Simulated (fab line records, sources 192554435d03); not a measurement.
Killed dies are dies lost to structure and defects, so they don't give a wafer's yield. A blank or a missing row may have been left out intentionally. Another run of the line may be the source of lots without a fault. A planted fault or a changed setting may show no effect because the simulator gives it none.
Problem report in the 8D (eight disciplines) form, filled by code    flow n5_finfet    the parts of the form that need people (team, actions taken, sign-off) are left out

1. THE PROBLEM
Wafers without a fault read 153.5 s, standard deviation 0.41; run_length_s at N5_BEOL_M2_ETCH_70 reads a mean of 144.0 s on 3 wafers belonging to 3 lots. Relative to the usual mean, that is a shift of -23 standard deviations.
The step: etches SOC in N2/H2, target depth 80 nm, overetch 24 nm, time 130 s.
The first sign was on wafer L305.3 at day 10 00:17, on rie_diel-02. Wafers with a number at this step in the record: 25, from 9 lots. By rule, "out" or "out of limits" means more than 4 standard deviations away from the usual mean. The rest of the wafers with a number are treated as sound.

2. WHAT THIS IS AND IS NOT
question                     is                      is not
which readings at this step  run_length_s            drypump_motor_current_A, oes_product_au, rf_vpp_V, showerhead_plenum_p_Torr, temp_c, throttle_valve_pct
which lots                   L305, L307, L308        L293, L296, L297, L310, L311, L314
which wafers of those lots   L305.3, L307.3, L308.3  L305.5, L307.1, L307.6, L308.5
read on which tools          rie_diel-02             rie_diel-01, rie_diel-05
when                         from day 10 00:17       up to then (10 sound wafers); but 12 sound wafers of L307, L308, L310, L311, L314 came after

3. WHAT RULES OUT EACH SUSPECT
Counting: if a tool at a process step up to the reading ran every lot that is out, it stays a suspect. Sound lots after the first of them don't rule it out here, since some wafers of a struck lot are sound.
- rie_diel-02 at N5_BEOL_M2_ETCHBACK_99 (etches SiO2 in CHF3, target depth 5 nm, time 10.4 s): kept. Ran every lot that is out, first one L305 (day 10 00:14); last sound lot up to then L297 (day 8 03:46).
- rie_diel-02 at N5_BEOL_M2_ETCH_70 (etches SOC in N2/H2, target depth 80 nm, overetch 24 nm, time 130 s): kept. Ran every lot that is out, first one L305 (day 10 00:17); last sound lot up to then L297 (day 8 03:49). On those wafers its own readings are out: run_length_s.
Remaining after the count are rie_diel-02 at N5_BEOL_M2_ETCHBACK_99 and rie_diel-02 at N5_BEOL_M2_ETCH_70.

4. THE CAUSE (what the simulator had put in)
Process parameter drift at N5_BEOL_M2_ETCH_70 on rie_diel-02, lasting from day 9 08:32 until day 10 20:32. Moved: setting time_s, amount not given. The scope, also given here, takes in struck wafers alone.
Of the 2 suspects that counting leaves, this tool is one.

5. SEQUENCE OF EFFECTS, ordered by route
One row per reading whose mean, taken over the struck wafers that have a number, lies over 3 standard deviations from the usual. Only readings whose record carries a usual standard deviation are examined. hours: median over the lots of the time between each lot's start at the first step of this table that gives one and its start at this step. sigmas: the change, counted in usual standard deviations.
hours  step                reading       usual    on struck wafers  change  sigmas
0      N5_BEOL_M2_ETCH_70  run_length_s  153.5 s  144.0             -9.5    -23
Its process steps:
- N5_BEOL_M2_ETCH_70: etches SOC in N2/H2, target depth 80 nm, overetch 24 nm, time 130 s.
At these later measuring or inspecting steps, every struck wafer for which the step has a row has a number for every such reading, and none has moved that far: N5_BEOL_M2_OCD_MEAS_38, N5_BEOL_M4_RC_MEAS_101.

6. HOW IT WOULD HAVE BEEN CAUGHT EARLIER
In this record the first reading out of limits was taken at day 10 00:17, 16 hours after the fault began at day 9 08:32.
